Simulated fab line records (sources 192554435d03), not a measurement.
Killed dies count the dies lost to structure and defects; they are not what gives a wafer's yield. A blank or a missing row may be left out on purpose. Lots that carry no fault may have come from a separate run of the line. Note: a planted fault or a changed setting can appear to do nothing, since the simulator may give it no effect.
fab line records -- flow n5Finfet
record: lots: 6, wafers: 18, lastDay: 17
route steps=1938 shown WELL_APT@50 PMOS_HMC_CHANNEL_EPI@57 BEOL_M4@1111 PASSIVATION@1936
lots untouched by any fault: they come from a run of this same line in which no faults occurred
startH: start of the lot's first displayed wafer, in hours after the record's first day -- waitH: how many hours have passed since the lot's step before this one -- " identical to the entry in the row above -- L1.1+2: a row that stands for several wafers -- - no value present, or no start provided -- * or withheld: withheld -- < > ~ a bound
route shown NAME@n: a module of which the file shows steps, and the number in the route of the first -- usual: the fault-free wafers' mean and standard deviation -- same: alike in all rows -- chamber/n: place in a boat -- sites: the reading at each site -- _std_site: how widely they spread, as a standard deviation -- _edge_site: outer sites' mean less inner sites' -- radiusMm: how far each site lies from the wafer's centre -- mask NAME#n: copy n -- behind: tool/chamber where the wafer was last shaped -- hold: why the lot was held/for how many hours/how that ended -- device: transistor that didn't switch, given as n, p or np -- end of line: the route-end tests of the same wafers -- a step given without rows: its recipe and nothing more -- killed: dies lost to structure and defects at the first sort, not the wafer's yield -- map: a wafer's dies, x killed, . not, _ none there
set.NAME: the setting that was run; set.NAME@STEP: the one run at that earlier step -- model.NAME: the simulator's own value behind a step, which no gauge read
lots at some steps of the route; a table a step, a row a wafer
services: a tool's chamber out of use, with start hour (startH, from the record's first day; less than 0 if before it), hours out, and reason
== steps ==
step: N5_WELL_APT_RTA_34
recipe: tempC: 1000, timeS: 10, ambient: N2, idleTempC: 600, rampUpCPerS: 150, rampDownCPerS: 60, coolToC: 600
usual: annealTempCMax: 1005.1/1.6, lampPowerPct: 13.00/0.056, wafer_temp_C_max: 1003.4/1
lot.wafer,tool,chamber,startH,waitH,annealTempCMax,lampPowerPct,wafer_temp_C_max
L636.2,rtpAnneal-02,0,21.98,0.0,1008.1,13.03,1002.7
L636.3,rtpAnneal-02,0,21.98,0.0,1005.5,13.00,1005.8
L636.6,rtpAnneal-02,0,21.98,0.0,1008.8,13.07,1003.4
L639.1,rtpAnneal-02,0,39.71,0.2,1006.0,12.93,1004.4
L639.2,rtpAnneal-02,0,39.71,0.2,1004.5,12.98,1006.3
L639.4,rtpAnneal-02,0,39.71,0.2,1008.2,12.96,1004.1
L642.2,rtpAnneal-02,0,57.87,0.0,1005.6,13.00,1003.3
L642.4,rtpAnneal-02,0,57.87,0.0,1008.0,13.10,1002.9
L642.6,rtpAnneal-02,0,57.87,0.0,1005.7,13.01,1002.5
L645.1,rtpAnneal-01,0,75.68,0.0,1004.1,13.03,1003.2
L645.4,rtpAnneal-01,0,75.68,0.0,1003.1,13.04,1003.5
L645.5,rtpAnneal-01,0,75.68,0.0,1003.8,12.96,1002.3
L656.1,rtpAnneal-01,0,142.10,0.0,1003.3,13.01,1003.3
L656.2,rtpAnneal-01,0,142.10,0.0,1004.6,13.06,1001.4
L656.6,rtpAnneal-01,0,142.10,0.0,1003.7,12.89,1002.3
L658.4,rtpAnneal-01,0,154.21,0.1,1003.6,12.93,1002.9
L658.5,rtpAnneal-01,0,154.21,0.1,1002.5,13.01,1004.3
L658.6,rtpAnneal-01,0,154.21,0.1,1004.1,12.98,1003.1
step: N5_WELL_APT_OXIDE_STRIP_42
recipe: chemistry: dHF, dilution: 25:1, timeS: 45, tempC: 25, target: SiO2, targetDepthA: 120
step: N5_WELL_APT_PRECLEAN_36
recipe: chemistry: O3/DIW, timeS: 45, tempC: 22, o3Ppm: 10
step: N5_WELL_APT_PRECLEAN_39
recipe: chemistry: dHF, timeS: 60, dilution: 150:1, tempC: 25
step: N5_WELL_APT_SRD_37
recipe: dry: ipaMarangoni, doPpb: 5, timeS: 30, tempC: 23, rinseLiquid: diw
step: N5_WELL_APT_EPI_41
recipe: material: Si, targetThkA: 500, tempC: 650, precursor: SiH4/H2, pressureTorr: 20, timeS: 297.7
usual: throttleValvePct: 11.1/0.31
lot.wafer,tool,chamber,startH,waitH,throttleValvePct
L636.2,epiRpcvd-01,0,22.31,0.1,11.3
L636.3,epiRpcvd-01,0,22.31,0.1,10.9
L636.6,epiRpcvd-01,0,22.31,0.1,11.1
L639.1,epiRpcvd-03,0,39.94,0.0,11.7
L639.2,epiRpcvd-03,0,39.94,0.0,11.4
L639.4,epiRpcvd-03,0,39.94,0.0,11.6
L642.2,epiRpcvd-01,0,58.22,0.2,10.9
L642.4,epiRpcvd-01,0,58.22,0.2,11.0
L642.6,epiRpcvd-01,0,58.22,0.2,11.2
L645.1,epiRpcvd-02,0,75.92,0.0,10.6
L645.4,epiRpcvd-02,0,75.92,0.0,10.7
L645.5,epiRpcvd-02,0,75.92,0.0,10.9
L656.1,epiRpcvd-01,0,142.35,0.0,11.1
L656.2,epiRpcvd-01,0,142.35,0.0,11.1
L656.6,epiRpcvd-01,0,142.35,0.0,11.2
L658.4,epiRpcvd-03,0,154.80,0.4,11.6
L658.5,epiRpcvd-03,0,154.80,0.4,11.6
L658.6,epiRpcvd-03,0,154.80,0.4,11.6
step: N5_WELL_APT_INSPECT_38
recipe: inspectInstrument: darkfield, mode: postEpi
usual: rawDefectCount: 13/4.5
lot.wafer,tool,chamber,startH,waitH,rawDefectCount
L636.2,defectInspect-01,-,22.84,0.4,8
L636.3,defectInspect-01,-,22.84,0.4,14
L636.6,defectInspect-01,-,22.84,0.4,7
L639.1,defectInspect-01,-,40.58,0.5,17
L639.2,defectInspect-01,-,40.58,0.5,12
L639.4,defectInspect-01,-,40.58,0.5,20
L642.2,defectInspect-01,-,58.93,0.6,11
L642.4,defectInspect-01,-,58.93,0.6,12
L642.6,defectInspect-01,-,58.93,0.6,13
L645.1,defectInspect-01,-,76.55,0.5,12
L645.4,defectInspect-01,-,76.55,0.5,7
L645.5,defectInspect-01,-,76.55,0.5,9
L656.1,defectInspect-01,-,142.98,0.5,13
L656.2,defectInspect-01,-,142.98,0.5,19
L656.6,defectInspect-01,-,142.98,0.5,20
L658.4,defectInspect-01,-,155.23,0.3,13
L658.5,defectInspect-01,-,155.23,0.3,16
L658.6,defectInspect-01,-,155.23,0.3,19
step: N5_PMOS_HMC_CHANNEL_EPI_HM_DEP_34
recipe: material: SiO2, targetThkA: 360, tempC: 400, precursor: TEOS/O2, pressureTorr: 6.5, rfW: 900, teosFlowSccm: 161.4, gas: O2, flowSccm: 2650, timeS: 6.9
usual: heaterPowerW: 572/90, showerheadPlenumPTorr: 8.35/0.032, showerheadVppV: 1857/84, throttleValvePct: 19.0/1.1
lot.wafer,tool,chamber,startH,waitH,heaterPowerW,showerheadPlenumPTorr,showerheadVppV,throttleValvePct
L636.2,pecvd-01,2,22.88,0.0,516,8.37,2040,20.9
L636.3,pecvd-01,0,22.88,0.0,627,8.34,1920,19.6
L636.6,pecvd-01,0,22.88,0.0,647,8.33,1956,19.5
L639.1,pecvd-02,0,40.62,0.0,603,8.36,1829,18.9
L639.2,pecvd-02,2,40.62,0.0,513,8.36,1834,17.4
L639.4,pecvd-02,2,40.62,0.0,498,8.37,1835,17.4
L642.2,pecvd-02,0,58.96,0.0,666,8.38,1800,19.0
L642.4,pecvd-02,0,58.96,0.0,697,8.36,1798,19.0
L642.6,pecvd-02,2,58.96,0.0,589,8.35,1839,17.5
L645.1,pecvd-01,0,76.59,0.0,660,8.33,1951,19.8
L645.4,pecvd-01,2,76.59,0.0,565,8.37,2010,20.7
L645.5,pecvd-01,0,76.59,0.0,652,8.33,1900,19.7
L656.1,pecvd-02,0,143.02,0.0,681,8.33,1842,19.0
L656.2,pecvd-02,2,143.02,0.0,547,8.37,1866,17.9
L656.6,pecvd-02,2,143.02,0.0,553,8.35,1872,17.5
L658.4,pecvd-01,0,155.28,0.0,646,8.33,1931,20.2
L658.5,pecvd-01,1,155.28,0.0,470,8.33,1770,19.5
L658.6,pecvd-01,2,155.28,0.0,587,8.40,2052,20.9
step: N5_PMOS_HMC_CHANNEL_EPI_COAT_31
recipe: resist: BARC, tempC: 205, timeS: 60, spinRpm: 1500, resistThkNm: 66
step: N5_PMOS_HMC_CHANNEL_EPI_COAT_03
recipe: resist: CAR-ArF-block, spinRpm: 1500, resistThkNm: 205
step: N5_PMOS_HMC_CHANNEL_EPI_EBR_05
recipe: solvent: PGMEA, ebrWidthMm: 1.5
step: N5_PMOS_HMC_CHANNEL_EPI_SOFTBAKE_04
recipe: tempC: 110, timeS: 60, resist: CAR-ArF-block
step: N5_PMOS_HMC_CHANNEL_EPI_EXPOSE_06
recipe: maskId: PMOS_HMC_BLK, na: 1.35, sourceShape: conventional, sigmaOuter: 0.8, polarization: unpolarized, targetCdNm: 240, doseMj: 41
usual: reticleTempC: 22.99/0.11
lot.wafer,tool,chamber,startH,waitH,mask,reticleTempC,model.PMOS_HMC_CHANNEL_EPI.overlayXNm
L636.2,arfiScanner-03,0,26.08,-,PMOS_HMC_BLK#0,23.00,-0.1543
L636.3,arfiScanner-03,0,26.08,-,PMOS_HMC_BLK#0,22.95,-0.1543
L636.6,arfiScanner-03,0,26.08,-,PMOS_HMC_BLK#0,22.88,-0.1543
L639.1,arfiScanner-01,0,40.77,-,PMOS_HMC_BLK#0,23.08,0.05657
L639.2,arfiScanner-01,0,40.77,-,PMOS_HMC_BLK#0,23.21,0.05657
L639.4,arfiScanner-01,0,40.77,-,PMOS_HMC_BLK#0,23.04,0.05657
L642.2,arfiScanner-03,0,59.25,-,PMOS_HMC_BLK#0,22.90,0.3682
L642.4,arfiScanner-03,0,59.25,-,PMOS_HMC_BLK#0,22.89,0.3682
L642.6,arfiScanner-03,0,59.25,-,PMOS_HMC_BLK#0,22.89,0.3682
L645.1,arfiScanner-01,0,76.87,-,PMOS_HMC_BLK#0,22.95,-0.0002436
L645.4,arfiScanner-01,0,76.87,-,PMOS_HMC_BLK#0,23.17,-0.0002436
L645.5,arfiScanner-01,0,76.87,-,PMOS_HMC_BLK#0,23.05,-0.0002436
L656.1,arfiScanner-03,0,143.30,-,PMOS_HMC_BLK#0,22.69,29.81
L656.2,arfiScanner-03,0,143.30,-,PMOS_HMC_BLK#0,22.83,29.81
L656.6,arfiScanner-03,0,143.30,-,PMOS_HMC_BLK#0,22.84,29.81
L658.4,arfiScanner-03,0,155.57,-,PMOS_HMC_BLK#0,22.84,29.2
L658.5,arfiScanner-03,0,155.57,-,PMOS_HMC_BLK#0,22.88,29.2
L658.6,arfiScanner-03,0,155.57,-,PMOS_HMC_BLK#0,22.87,29.2
step: N5_PMOS_HMC_CHANNEL_EPI_PEB_07
recipe: pebTempC: 110, pebTimeS: 60, resist: CAR-ArF-block
step: N5_PMOS_HMC_CHANNEL_EPI_DEVELOP_08
recipe: developTimeS: 30, developer: TMAH, resist: CAR-ArF-block, devTempC: 23, rinseLiquid: diw, dry: airSpin
step: N5_PMOS_HMC_CHANNEL_EPI_CD_MEAS_09
recipe: targetCdNm: 237.4, landingEnergyEv: 500, detector: seInlens
usual: cdNm: 237.1/0.76
same: landingEnergyEv: 500
lot.wafer,tool,chamber,startH,waitH,cdNm
L636.2,cdSem-03,0,26.20,-,236.7
L636.3,cdSem-03,0,26.20,-,236.0
L636.6,cdSem-03,0,26.20,-,235.4
L639.1,cdSem-03,0,40.89,-,236.9
L639.2,cdSem-03,0,40.89,-,237.0
L639.4,cdSem-03,0,40.89,-,238.4
L642.2,cdSem-01,0,59.37,-,236.7
L642.4,cdSem-01,0,59.37,-,237.7
L642.6,cdSem-01,0,59.37,-,236.8
L645.1,cdSem-02,0,77.00,-,236.3
L645.4,cdSem-02,0,77.00,-,237.4
L645.5,cdSem-02,0,77.00,-,236.4
L656.1,cdSem-02,0,143.42,-,236.1
L656.2,cdSem-02,0,143.42,-,236.5
L656.6,cdSem-02,0,143.42,-,236.8
L658.4,cdSem-01,0,155.68,-,237.2
L658.5,cdSem-01,0,155.68,-,238.6
L658.6,cdSem-01,0,155.68,-,237.7
step: N5_PMOS_HMC_CHANNEL_EPI_OVL_MEAS_10
recipe: pointsPerWafer: 44
usual: PMOS_HMC_BLK_OVL: -0.3/0.83
lot.wafer,tool,chamber,startH,waitH,PMOS_HMC_BLK_OVL[nm]
L636.2,overlay-02,0,26.23,0.0,0.0
L636.3,overlay-02,0,26.23,0.0,-1.8
L636.6,overlay-02,0,26.23,0.0,-0.1
L639.1,overlay-02,0,40.93,0.0,0.7
L639.2,overlay-02,0,40.93,0.0,-0.6
L639.4,overlay-02,0,40.93,0.0,-0.2
L642.2,overlay-01,0,59.40,0.0,0.6
L642.4,overlay-01,0,59.40,0.0,-0.7
L642.6,overlay-01,0,59.40,0.0,-0.6
L645.1,overlay-02,0,77.03,0.0,0.1
L645.4,overlay-02,0,77.03,0.0,-0.2
L645.5,overlay-02,0,77.03,0.0,-0.6
L656.1,overlay-02,0,143.45,0.0,28.7
L656.2,overlay-02,0,143.45,0.0,28.0
L656.6,overlay-02,0,143.45,0.0,27.8
L658.4,overlay-02,0,155.70,0.0,28.7
L658.5,overlay-02,0,155.70,0.0,27.5
L658.6,overlay-02,0,155.70,0.0,29.5
step: N5_PMOS_HMC_CHANNEL_EPI_INSPECT_11
recipe: mode: adi, inspectInstrument: macro
usual: rawDefectCount: 1.8/1.3
lot.wafer,tool,chamber,startH,waitH,rawDefectCount
L636.2,defectInspect-01,-,26.25,0.0,3
L636.3,defectInspect-01,-,26.25,0.0,1
L636.6,defectInspect-01,-,26.25,0.0,1
L639.1,defectInspect-02,-,40.95,0.0,2
L639.2,defectInspect-02,-,40.95,0.0,1
L639.4,defectInspect-02,-,40.95,0.0,3
L642.2,defectInspect-02,-,59.42,0.0,1
L642.4,defectInspect-02,-,59.42,0.0,2
L642.6,defectInspect-02,-,59.42,0.0,1
L645.1,defectInspect-01,-,77.05,0.0,1
L645.4,defectInspect-01,-,77.05,0.0,2
L645.5,defectInspect-01,-,77.05,0.0,3
L656.1,defectInspect-02,-,143.48,0.0,2
L656.2,defectInspect-02,-,143.48,0.0,1
L656.6,defectInspect-02,-,143.48,0.0,2
L658.4,defectInspect-01,-,155.73,0.0,3
L658.5,defectInspect-01,-,155.73,0.0,0
L658.6,defectInspect-01,-,155.73,0.0,0
step: N5_BEOL_M4_RC_MEAS_101
usual: DIBL_N: 36.4/1.3, DIBL_P: 36.5/1.7, IOFF_N: 0.154/0.022, IOFF_P: 0.202/0.025, ION_N: 671/9.8, ION_P: 460/6.8, SS_N: 71.6/0.54, SS_P: 73.4/0.58, VT_N: 250.9/2.8, VT_P: -251.4/2.7
lot.wafer,tool,chamber,startH,waitH,DIBL_N[mV/V],DIBL_P[mV/V],IOFF_N[nA/um],IOFF_P[nA/um],ION_N[uA/um],ION_P[uA/um],SS_N[mV/dec],SS_P[mV/dec],VT_N[mV],VT_P[mV]
L636.2,prober-02,0,172.60,0.2,36.5,35.3,0.150,0.178,675,458,71.1,73.0,250.9,-253.4
L636.3,prober-02,0,172.60,0.2,36.8,35.4,0.157,0.186,673,457,71.5,73.1,250.9,-253.5
L636.6,prober-02,0,172.60,0.2,35.9,35.0,0.145,0.176,675,455,72.2,73.3,251.1,-253.7
L639.1,prober-02,0,177.79,0.0,37.4,36.4,0.146,0.175,659,448,71.6,73.0,250.6,-255.2
L639.2,prober-02,0,177.79,0.0,38.3,38.3,0.163,0.193,662,447,71.6,73.2,253.5,-253.6
L639.4,prober-02,0,177.79,0.0,37.6,37.2,0.156,0.190,678,459,70.8,73.3,251.2,-256.1
L642.2,prober-02,0,220.21,0.2,35.4,34.7,0.159,0.178,672,452,71.6,72.9,248.4,-255.8
L642.4,prober-02,0,220.21,0.2,33.8,32.9,0.127,0.165,652,446,70.9,73.0,254.4,-255.9
L642.6,prober-02,0,220.21,0.2,37.1,37.2,0.187,0.216,674,457,72.1,73.8,248.1,-253.4
L645.1,prober-01,0,220.71,0.0,35.5,34.0,0.128,0.193,665,465,71.0,72.4,253.5,-250.1
L645.4,prober-01,0,220.71,0.0,36.4,35.6,0.153,0.212,674,466,71.6,73.0,248.7,-251.0
L645.5,prober-01,0,220.71,0.0,35.0,33.7,0.125,0.180,675,466,70.8,72.0,253.2,-252.8
L656.1,prober-02,0,287.30,0.0,36.3,38.6,0.164,0.216,668,460,72.2,73.7,250.2,-250.6
L656.2,prober-02,0,287.30,0.0,36.8,39.9,0.183,0.232,689,467,72.2,74.2,248.2,-252.3
L656.6,prober-02,0,287.30,0.0,37.6,40.3,0.190,0.243,678,461,71.9,74.7,247.6,-248.9
L658.4,prober-01,0,306.06,0.5,36.5,37.8,0.169,0.209,689,468,71.7,74.0,248.4,-249.1
L658.5,prober-01,0,306.06,0.5,34.7,35.4,0.129,0.166,667,451,71.6,73.0,252.9,-251.2
L658.6,prober-01,0,306.06,0.5,36.7,38.3,0.172,0.206,689,462,72.6,72.5,248.4,-251.7
step: N5_PASSIVATION_PROBE_49
usual: defectLimitedYield: 91.1/1.3, killed_at_M0_to_M3: 34/10, killed_at_M4_up: 14/5.7, killedAtContacts: 12/5.9, killedAtFrontEnd: 41/12, killedAtOther: 4/3.1, killedDies: 105/15, killedOpen: 69/11, killedShort: 35/7.8, sort_bin_5_function: 5.3/0.81, sort_bin_6_memory: 3.3/0.75, sortNPass: 1075/15, sortYieldPct: 91.1/1.3
same: grossDies: 1180, killedAtBackSide: 0, sort_bin_4_leakage[%]: 0, sort_bin_8_speed[%]: 0
lot.wafer,tool,chamber,startH,waitH,defectLimitedYield[%],killed_at_M0_to_M3,killed_at_M4_up,killedAtContacts,killedAtFrontEnd,killedAtOther,killedDies,killedOpen,killedShort,sort_bin_5_function[%],sort_bin_6_memory[%],sortNPass,sortYieldPct[%]
L636.2,prober-01,-,272.53,0.1,93.6,35,6,8,25,1,75,56,18,3.5,2.8,1105,93.6
L636.3,prober-01,-,272.58,0.1,89.9,38,12,16,53,0,119,65,48,5.4,3.9,1061,89.9
L636.6,prober-01,-,272.73,0.3,93.6,25,19,3,27,1,75,46,28,3.8,2.4,1105,93.6
L639.1,prober-01,-,279.32,0.0,90.8,25,14,16,52,2,109,69,36,5.0,3.9,1071,90.8
L639.2,prober-01,-,279.37,0.1,92.5,18,14,20,36,0,88,65,20,4.7,2.7,1092,92.5
L639.4,prober-01,-,279.47,0.2,92.3,23,18,14,36,0,91,57,32,4.2,2.8,1089,92.3
L642.2,prober-01,-,336.55,0.1,90.5,29,18,24,38,3,112,82,30,5.9,3.2,1068,90.5
L642.4,prober-01,-,336.65,0.2,90.0,38,14,11,55,0,118,68,50,5.9,3.7,1062,90.0
L642.6,prober-01,-,336.75,0.3,90.8,44,14,23,28,0,109,76,33,4.8,4.2,1071,90.8
L656.1,prober-01,-,391.90,0.0,89.8,26,25,10,47,12,120,84,34,4.6,5.6,1060,89.8
L656.2,prober-01,-,391.95,0.1,89.2,34,22,25,43,3,127,89,37,6.2,3.9,1053,89.2
L656.6,prober-01,-,392.15,0.3,91.2,42,17,1,36,8,104,71,31,5.3,3.4,1076,91.2
L658.4,prober-01,-,403.55,0.2,91.4,44,7,14,30,6,101,60,38,5.3,2.9,1079,91.4
L658.5,prober-01,-,403.60,0.2,91.5,35,17,16,24,8,100,60,31,4.2,3.6,1080,91.5
L658.6,prober-01,-,403.65,0.3,89.0,44,23,11,47,5,130,91,37,6.9,3.6,1050,89.0
killed by level:class
L636.2 BEOL_M1:geometricParticle:open=10 MOL_CONTACT_COAG:geometricParticle:open=8 BEOL_M0_SAQP:geometricParticle:open=8 STI_FIN_REVEAL:geometricParticle:open=7 GATE_CUT:geometricParticle:short=6 BEOL_M0:geometricParticle:open=6 FIN_SAQP:geometricParticle:open=5 BEOL_M0_SAQP:geometricParticle:short=5
L636.3 BEOL_M0_SAQP:geometricParticle:short=12 MOL_CONTACT_COAG:geometricParticle:open=11 GATE_CUT:geometricParticle:short=10 BEOL_M0_SAQP:geometricParticle:open=9 BEOL_M1:geometricParticle:open=9 STI_FIN_REVEAL:geometricParticle:open=7 BEOL_M4:geometricParticle:open=7 FIN_SAQP:geometricParticle:open=6
L636.6 BEOL_M4:geometricParticle:open=11 BEOL_M0_SAQP:geometricParticle:short=10 BEOL_M0_SAQP:geometricParticle:open=9 BEOL_M4:geometricParticle:short=6 FIN_SAQP:geometricParticle:open=5 GATE_CUT:geometricParticle:short=4 FIN_SAQP:geometricParticle:short=3 STI_FIN_REVEAL:geometricParticle:open=3
L639.1 MOL_CONTACT_COAG:geometricParticle:open=13 GATE_CUT:geometricParticle:short=11 FIN_SAQP:geometricParticle:open=8 BEOL_M4:geometricParticle:open=8 STI_FIN_REVEAL:geometricParticle:open=7 BEOL_M1:geometricParticle:open=6 BEOL_M0_SAQP:geometricParticle:short=5 DUMMY_GATE:geometricParticle:open=4
L639.2 MOL_CONTACT_COAG:geometricParticle:open=17 STI_FIN_REVEAL:geometricParticle:open=7 BEOL_M4:geometricParticle:open=6 GATE_CUT:geometricParticle:open=5 BEOL_M0:geometricParticle:open=5 BEOL_M2:geometricParticle:open=5 FIN_SAQP:geometricParticle:open=4 GATE_CUT:geometricParticle:short=4
L639.4 MOL_CONTACT_COAG:geometricParticle:open=12 GATE_CUT:geometricParticle:open=6 BEOL_M4:geometricParticle:open=6 BEOL_M1:geometricParticle:open=5 STI_FIN_REVEAL:geometricParticle:short=4 STI_FIN_REVEAL:geometricParticle:open=4 STARTING-WAFER:geometricParticle:short=4 BEOL_M5:geometricParticle:open=4
L642.2 MOL_CONTACT_COAG:geometricParticle:open=21 FIN_SAQP:geometricParticle:open=11 BEOL_M3:geometricParticle:open=11 BEOL_M4:geometricParticle:open=10 BEOL_M0_SAQP:geometricParticle:open=7 FIN_SAQP:geometricParticle:short=6 DUMMY_GATE:geometricParticle:open=6 STI_FIN_REVEAL:geometricParticle:open=4
L642.4 FIN_SAQP:geometricParticle:short=18 STI_FIN_REVEAL:geometricParticle:open=10 FIN_SAQP:geometricParticle:open=9 DUMMY_GATE:geometricParticle:open=7 MOL_CONTACT_COAG:geometricParticle:open=7 BEOL_M2:geometricParticle:open=7 BEOL_M4:geometricParticle:open=7 BEOL_M0_SAQP:geometricParticle:short=6
L642.6 MOL_CONTACT_COAG:geometricParticle:open=23 BEOL_M0_SAQP:geometricParticle:short=10 BEOL_M0_SAQP:geometricParticle:open=9 STI_FIN_REVEAL:geometricParticle:open=7 BEOL_M3:geometricParticle:open=7 BEOL_M1:geometricParticle:open=5 BEOL_M2:geometricParticle:open=5 BEOL_M4:geometricParticle:open=5
L656.1 BEOL_M0_SAQP:geometricParticle:open=11 BEOL_M4:geometricParticle:open=10 STI_FIN_REVEAL:geometricParticle:open=9 FIN_SAQP:geometricParticle:short=6 FIN_SAQP:geometricParticle:open=6 MOL_CONTACT_COAG:geometricParticle:open=6 BEOL_M3:geometricParticle:open=6 MIM_TOP_ETCH:geometricParticle:short=6
L656.2 MOL_CONTACT_COAG:geometricParticle:open=22 BEOL_M0_SAQP:geometricParticle:short=12 BEOL_M0_SAQP:geometricParticle:open=11 FIN_SAQP:geometricParticle:open=9 STI_FIN_REVEAL:geometricParticle:open=8 BEOL_M4:geometricParticle:open=8 BEOL_M5:geometricParticle:open=5 DUMMY_GATE:geometricParticle:open=4
L656.6 BEOL_M0_SAQP:geometricParticle:short=15 STI_FIN_REVEAL:geometricParticle:open=12 BEOL_M2:geometricParticle:open=10 BEOL_M0_SAQP:geometricParticle:open=9 FIN_SAQP:geometricParticle:open=8 BEOL_M4:geometricParticle:open=7 MIM_TOP_ETCH:geometricParticle:short=4 BEOL_M5:geometricParticle:open=4
L658.4 BEOL_M1:geometricParticle:open=11 FIN_SAQP:geometricParticle:open=9 FIN_SAQP:geometricParticle:short=9 MOL_CONTACT_COAG:geometricParticle:open=9 BEOL_M0_SAQP:geometricParticle:short=9 BEOL_M0_SAQP:geometricParticle:open=8 BEOL_M3:geometricParticle:open=8 MOL_CONTACT_COAG:geometricParticle:short=5
L658.5 MOL_CONTACT_COAG:geometricParticle:open=14 BEOL_M3:geometricParticle:open=9 STI_FIN_REVEAL:geometricParticle:open=8 BEOL_M0_SAQP:geometricParticle:open=7 BEOL_M0_SAQP:geometricParticle:short=6 FIN_SAQP:geometricParticle:short=4 BEOL_M1:geometricParticle:open=4 BEOL_M2:geometricParticle:open=4
L658.6 STI_FIN_REVEAL:geometricParticle:open=11 BEOL_M1:geometricParticle:open=11 FIN_SAQP:geometricParticle:open=10 BEOL_M0_SAQP:geometricParticle:open=10 MOL_CONTACT_COAG:geometricParticle:open=9 BEOL_M0_SAQP:geometricParticle:short=9 BEOL_M3:geometricParticle:open=8 BEOL_M4:geometricParticle:open=7
== services ==
tool,chamber,startH,hours,kind
rtpAnneal-02,-,-1.12,4.0,pm
arfiScanner-03,-,11.93,0.3,repair
arfiScanner-03,-,22.95,3.1,pm
arfiScanner-01,-,30.45,1.0,pm
pecvd-01,2,31.00,5.0,scheduledDown
pecvd-01,2,38.28,2.1,scheduledDown
pecvd-02,2,42.06,5.5,scheduledDown
arfiScanner-01,0,48.81,-,calibration
arfiScanner-03,-,49.45,1.3,pm
arfiScanner-03,-,78.96,1.0,pm
arfiScanner-01,-,90.73,0.8,pm
arfiScanner-01,-,94.72,0.3,repair
epiRpcvd-02,-,104.08,27.2,pm
arfiScanner-01,-,104.65,0.4,repair
arfiScanner-03,-,111.17,0.8,pm
arfiScanner-01,-,115.63,1.3,pm
pecvd-01,-,137.43,2.8,pm
arfiScanner-01,-,137.50,1.9,repair
pecvd-02,1,145.49,5.5,scheduledDown
arfiScanner-03,0,146.05,-,calibration
epiRpcvd-03,-,150.90,1.0,repair
arfiScanner-01,-,151.50,0.7,repair
== key ==
firstSign: step: N5_PMOS_HMC_CHANNEL_EPI_OVL_MEAS_10, reading: PMOS_HMC_BLK_OVL, direction: up, sigmas: 35, usual: -0.3, struck: 28.4
effect none on later readings
modelEffect: step: N5_PMOS_HMC_CHANNEL_EPI_EXPOSE_06, value: PMOS_HMC_CHANNEL_EPI.overlayXNm, without: 0.1073, struck: 29.5
metAt N5_PMOS_HMC_CHANNEL_EPI_EXPOSE_06
struckWafers L656.1,L656.2,L656.6,L658.4,L658.5,L658.6
onsetBetween 59.25 143.30
alsoFits time
fault: kind: scannerMatchingOverlay, tool: arfiScanner-03, chamber: -, onsetH: 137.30, steps: N5_PMOS_HMC_CHANNEL_EPI_EXPOSE_06, offset: 29.395
